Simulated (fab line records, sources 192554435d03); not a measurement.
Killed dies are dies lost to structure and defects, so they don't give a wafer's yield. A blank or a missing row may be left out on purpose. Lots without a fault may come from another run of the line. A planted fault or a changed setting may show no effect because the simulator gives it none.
fab line records | flow n5_finfet | part 2 of 2: steps 19 to 29 of 29
record lots=5 wafers=15 last_day=17
route steps=1938 shown BEOL_M1@756
lots that met no fault: from a run of the same line without faults
start_h: hours from the record's first day to the start of the lot's first wafer shown | wait_h: hours since the lot's step before | " the same as in the row above | L1.1+2: a row that stands for several wafers | - no value, or no start given | * or withheld: withheld | < > ~ a bound
route shown NAME@n: a module of which the file shows steps, and the number in the route of the first | usual: mean/standard deviation of fault-free wafers | same: alike in all rows | chamber/n: place in a boat | sites: the reading at each site | _std_site: their standard deviation | _edge_site: outer sites' mean less inner sites' | radius_mm: how far each site lies from the wafer's centre | mask NAME#n: copy n | behind: the tool/chamber that last shaped the wafer | hold: why the lot was held/for how many hours/how that ended | device: the transistor (n, p or np) that didn't switch | end of line: the same wafers' tests at the end of the route | a step without rows: its recipe alone | killed: dies lost to structure and defects at the first sort, not the wafer's yield | map: a wafer's dies, x killed, . not, _ none there
set.NAME: the setting as run; set.NAME@STEP: as run at that earlier step | model.NAME: the simulator's own value behind a step, which no gauge read
lots at some steps of the route; a table a step, a row a wafer
services: from which hour (start_h, from the record's first day; less than 0 if before it) a tool's chamber was out of use, for how many hours, and why
## steps
# step N5_BEOL_M1_HM_OPEN_17
# recipe chemistry=Cl2/BCl3 target_depth_a=200 overetch_a=60 target=TiN mask_material=SOC ion_energy_ev=150 pressure_mtorr=10 icp_w=1000 bias_w=126 Cl2_flow_sccm=53.25 bcl3_flow_sccm=21.75 Ar_flow_sccm=25
# usual bcl3_flow_sccm=21.75/0.062 chamber_pressure_mTorr=10.001/0.0086 drypump_motor_current_A=5.5/0.34 oes_ar_750_au=0.73/0.12 oes_product_au=0.62/0.11 throttle_valve_pct=22.12/0.18
# columns lot.wafer tool chamber start_h wait_h bcl3_flow_sccm chamber_pressure_mTorr drypump_motor_current_A oes_ar_750_au oes_product_au rf_hours_counter_h throttle_valve_pct
L075.1 rie_metal-01 0 134.86 0.0 21.69 9.997 5.1 0.69 0.58 84 22.44
L075.3 " 0 " " 21.71 9.993 5.1 0.69 0.57 - 22.45
L075.5 " 0 " " 21.71 10.003 5.1 0.69 0.58 - 22.43
L077.1 rie_metal-02 1 149.52 0.0 21.75 10.001 5.8 0.64 0.53 116 22.18
L077.3 " 0 " " 21.68 10.008 5.3 0.66 0.55 - 21.98
L077.5 " 1 " " 21.70 10.007 5.8 0.63 0.53 - 22.19
L081.1 rie_metal-01 0 166.14 0.0 21.79 10.006 5.1 0.68 0.58 86 22.43
L081.4 " 1 " " 21.69 9.995 6.1 0.68 0.58 - 22.19
L081.6 " 1 " " 21.71 10.006 6.1 0.68 0.58 - 22.19
L085.2 rie_metal-03 1 193.91 0.0 21.74 10.010 5.2 0.86 0.73 17 21.88
L085.3 " 0 " " 21.88 9.998 5.3 0.98 0.84 - 22.20
L085.6 " 0 " " 21.69 10.000 5.3 0.98 0.83 - 22.21
L094.1 rie_metal-01 0 241.46 0.0 21.68 10.007 5.1 0.67 0.55 94 22.47
L094.3 " 1 " " 21.67 9.995 6.1 0.67 0.56 - 22.22
L094.4 " 0 " " 21.84 9.985 5.1 0.67 0.56 - 22.48
# step N5_BEOL_M1_STRIP_19
# recipe chemistry=O2 power_w=400 temp_c=40 pressure_mtorr=30 rf_frequency_hz=6e+07 bias_power_w=0 overash_fraction=0.2 o2_flow_sccm=225
# usual chamber_pressure_mTorr=30.00/0.03 drypump_motor_current_A=5.7/0.67 oes_product_au=0.82/0.087 rf_vpp_V=3.7/0.5 showerhead_plenum_p_Torr=2.10/0.064 throttle_valve_pct=16.65/0.21
# columns lot.wafer tool chamber start_h wait_h chamber_pressure_mTorr drypump_motor_current_A oes_product_au rf_hours_counter_h rf_vpp_V showerhead_plenum_p_Torr throttle_valve_pct
L075.1 rie_diel-06 1 134.97 0.1 29.98 5.0 0.75 189 3.7 2.09 16.74
L075.3 " 0 " " 30.06 6.2 0.95 11 3.3 2.15 16.36
L075.5 " 3 " " 30.06 5.1 0.73 - 3.9 2.00 17.00
L077.1 rie_diel-06 1 149.70 0.1 30.01 4.9 0.74 192 3.4 2.09 16.76
L077.3 " 3 " " 30.00 5.1 0.73 192 3.6 2.00 17.02
L077.5 " 0 " " 30.00 6.3 0.94 - 3.3 2.14 16.37
L081.1 rie_diel-06 2 166.25 0.1 29.99 6.6 0.97 4 4.0 2.14 16.55
L081.4 " 1 " " 30.00 5.0 0.73 197 4.4 2.09 16.76
L081.6 " 0 " " 29.98 6.2 0.93 - 3.8 2.14 16.38
L085.2 rie_diel-01 2 194.25 0.3 30.01 4.9 0.77 146 3.6 2.01 16.69
L085.3 " 0 " " 29.97 5.4 0.83 72 3.8 2.13 16.50
L085.6 " 2 " " 29.99 4.9 0.76 - 4.3 2.01 16.69
L094.1 rie_diel-06 2 241.57 0.1 29.96 6.6 0.90 27 4.5 2.13 16.60
L094.3 " 0 " " 30.04 6.2 0.88 44 4.2 2.13 16.40
L094.4 " 1 " " 30.03 4.9 0.72 220 4.0 2.08 16.81
# step N5_BEOL_M1_CD_MEAS_18
# recipe pitch_nm=36 target_cd_nm=18
# usual cd_nm=17.96/0.28
# columns lot.wafer tool chamber start_h wait_h cd_nm
L075.1 cd_sem-01 - 135.04 0.0 17.60
L075.3 " - " " 18.35
L075.5 " - " " 18.34
L077.1 cd_sem-01 - 149.77 0.0 18.24
L077.3 " - " " 18.18
L077.5 " - " " 18.08
L081.1 cd_sem-02 - 166.32 0.1 18.33
L081.4 " - " " 17.88
L081.6 " - " " 17.80
L085.2 cd_sem-01 - 194.32 0.1 18.22
L085.3 " - " " 17.64
L085.6 " - " " 17.94
L094.1 cd_sem-03 - 241.64 0.0 18.28
L094.3 " - " " 17.76
L094.4 " - " " 18.28
# step N5_BEOL_M1_COAT_67
# recipe resist=SOC temp_c=250 time_s=60 spin_rpm=1500 resist_thk_nm=60
# usual exhaust_pa=45.0/0.95
# columns lot.wafer tool chamber start_h wait_h exhaust_pa
L075.1 litho_track-05 0 135.08 0.0 45.8
L075.3 " 0 " " 46.7
L075.5 " 0 " " 45.7
L077.1 litho_track-02 0 149.80 0.0 44.6
L077.3 " 0 " " 44.0
L077.5 " 0 " " 46.3
L081.1 litho_track-05 0 166.36 0.0 45.5
L081.4 " 0 " " 44.7
L081.6 " 0 " " 44.6
L085.2 litho_track-04 0 194.36 0.0 44.3
L085.3 " 0 " " 44.6
L085.6 " 0 " " 45.3
L094.1 litho_track-02 0 241.68 0.0 46.6
L094.3 " 0 " " 44.8
L094.4 " 0 " " 45.2
# step N5_BEOL_M1_COAT_68
# recipe resist=SiARC temp_c=220 time_s=60 spin_rpm=1500 resist_thk_nm=12
# usual exhaust_pa=44.8/0.91
# columns lot.wafer tool chamber start_h wait_h exhaust_pa
L075.1 litho_track-05 0 - - 46.1
L075.3 " 0 " " 45.1
L075.5 " 0 " " 44.2
L077.1 litho_track-02 0 - - 45.0
L077.3 " 0 " " 45.4
L077.5 " 0 " " 46.0
L081.1 litho_track-05 0 - - 44.1
L081.4 " 0 " " 44.2
L081.6 " 0 " " 45.0
L085.2 litho_track-04 0 - - 46.3
L085.3 " 0 " " 45.5
L085.6 " 0 " " 44.9
L094.1 litho_track-02 0 - - 44.0
L094.3 " 0 " " 43.3
L094.4 " 0 " " 43.1
# step N5_BEOL_M1_COAT_76
# recipe resist=underlayer temp_c=205 time_s=60 spin_rpm=1500 resist_thk_nm=5
# usual exhaust_pa=45.0/0.88
# columns lot.wafer tool chamber start_h wait_h exhaust_pa
L075.1 litho_track-05 0 - - 45.2
L075.3 " 0 " " 44.7
L075.5 " 0 " " 45.8
L077.1 litho_track-02 0 - - 46.5
L077.3 " 0 " " 45.4
L077.5 " 0 " " 44.6
L081.1 litho_track-05 0 - - 45.2
L081.4 " 0 " " 45.5
L081.6 " 0 " " 44.3
L085.2 litho_track-04 0 - - 45.0
L085.3 " 0 " " 46.0
L085.6 " 0 " " 46.6
L094.1 litho_track-02 0 - - 46.0
L094.3 " 0 " " 45.1
L094.4 " 0 " " 44.5
# step N5_BEOL_M1_COAT_22
# recipe resist=CAR-EUV spin_rpm=1500 resist_thk_nm=30
# usual exhaust_pa=45.2/0.91
# columns lot.wafer tool chamber start_h wait_h exhaust_pa
L075.1 litho_track-05 0 - - 46.0
L075.3 " 0 " " 46.3
L075.5 " 0 " " 46.5
L077.1 litho_track-02 0 - - 45.5
L077.3 " 0 " " 45.1
L077.5 " 0 " " 44.6
L081.1 litho_track-05 0 - - 45.6
L081.4 " 0 " " 46.1
L081.6 " 0 " " 44.8
L085.2 litho_track-04 0 - - 44.9
L085.3 " 0 " " 44.5
L085.6 " 0 " " 44.0
L094.1 litho_track-02 0 - - 46.0
L094.3 " 0 " " 47.0
L094.4 " 0 " " 44.8
# step N5_BEOL_M1_EBR_24
# recipe solvent=PGMEA ebr_width_mm=1.5
# usual exhaust_pa=45.0/0.89
# columns lot.wafer tool chamber start_h wait_h exhaust_pa
L075.1 litho_track-05 0 - - 45.7
L075.3 " 0 " " 46.1
L075.5 " 0 " " 44.9
L077.1 litho_track-02 0 - - 44.9
L077.3 " 0 " " 45.5
L077.5 " 0 " " 46.3
L081.1 litho_track-05 0 - - 45.1
L081.4 " 0 " " 44.5
L081.6 " 0 " " 46.5
L085.2 litho_track-04 0 - - 45.6
L085.3 " 0 " " 44.1
L085.6 " 0 " " 45.4
L094.1 litho_track-02 0 - - 45.9
L094.3 " 0 " " 46.3
L094.4 " 0 " " 44.7
# step N5_BEOL_M1_SOFTBAKE_23
# recipe temp_c=110 time_s=60 resist=CAR-EUV
# usual exhaust_pa=45.0/0.8
# columns lot.wafer tool chamber start_h wait_h exhaust_pa
L075.1 litho_track-05 0 - - 44.7
L075.3 " 0 " " 46.2
L075.5 " 0 " " 45.0
L077.1 litho_track-02 0 - - 46.1
L077.3 " 0 " " 46.0
L077.5 " 0 " " 44.3
L081.1 litho_track-05 0 - - 45.8
L081.4 " 0 " " 45.3
L081.6 " 0 " " 46.1
L085.2 litho_track-04 0 - - 45.2
L085.3 " 0 " " 44.7
L085.6 " 0 " " 44.2
L094.1 litho_track-02 0 - - 46.9
L094.3 " 0 " " 46.4
L094.4 " 0 " " 46.0
# step N5_BEOL_M1_EXPOSE_25
# recipe mask_id=V0 na=0.33 source_shape=quasar sigma_inner=0.2 sigma_outer=0.8 polarization=unpolarized defocus_nm=5 target_cd_nm=24 dose_mj=63
# columns lot.wafer tool chamber start_h wait_h mask
L075.1+3+5 euv_scanner-02 0 135.34 - V0#0
L077.1+3+5 euv_scanner-01 0 150.07 - V0#0
L081.1+4+6 euv_scanner-02 0 166.62 - V0#0
L085.2+3+6 euv_scanner-01 0 194.63 - V0#0
L094.1+3+4 euv_scanner-01 0 242.03 - V0#0
# step N5_BEOL_M1_PEB_26
# recipe peb_temp_c=100 peb_time_s=60 resist=CAR-EUV
# usual exhaust_pa=45.0/0.87
# columns lot.wafer tool chamber start_h wait_h exhaust_pa
L075.1 litho_track-02 0 135.42 0.1 45.1
L075.3 " 0 " " 47.2
L075.5 " 0 " " 46.4
L077.1 litho_track-04 0 150.14 0.1 45.6
L077.3 " 0 " " 44.8
L077.5 " 0 " " 45.6
L081.1 litho_track-05 0 166.70 0.1 45.2
L081.4 " 0 " " 43.1
L081.6 " 0 " " 43.9
L085.2 litho_track-02 0 194.70 0.1 43.9
L085.3 " 0 " " 44.2
L085.6 " 0 " " 43.5
L094.1 litho_track-02 0 242.11 0.1 44.8
L094.3 " 0 " " 44.4
L094.4 " 0 " " 45.1
## services
# columns tool chamber start_h hours kind
rie_metal-01 - 113.53 1.1 repair
rie_diel-06 2 114.51 5.9 repair
rie_diel-06 - 116.53 12.6 repair
euv_scanner-01 - 129.49 0.4 repair
euv_scanner-01 - 130.49 1.0 pm
euv_scanner-02 - 139.10 1.0 pm
rie_metal-01 0 154.55 3.4 repair
euv_scanner-01 - 160.47 1.1 repair
euv_scanner-01 - 169.63 3.7 repair
rie_diel-06 1 183.64 4.6 repair
euv_scanner-02 - 183.74 1.9 repair
euv_scanner-01 - 186.64 1.0 pm
euv_scanner-01 - 189.28 1.6 repair
euv_scanner-02 - 195.25 1.0 pm
rie_diel-01 0 196.72 1.8 repair
rie_diel-01 1 196.83 5.2 repair
euv_scanner-02 - 206.82 4.6 pm
euv_scanner-02 - 212.66 3.0 repair
rie_diel-06 - 213.84 2.8 pm
rie_metal-02 - 213.88 0.3 repair
euv_scanner-02 - 219.88 1.6 repair
euv_scanner-02 - 224.67 2.4 repair
rie_diel-04 - 228.29 14.6 pm
euv_scanner-02 - 237.80 5.8 pm
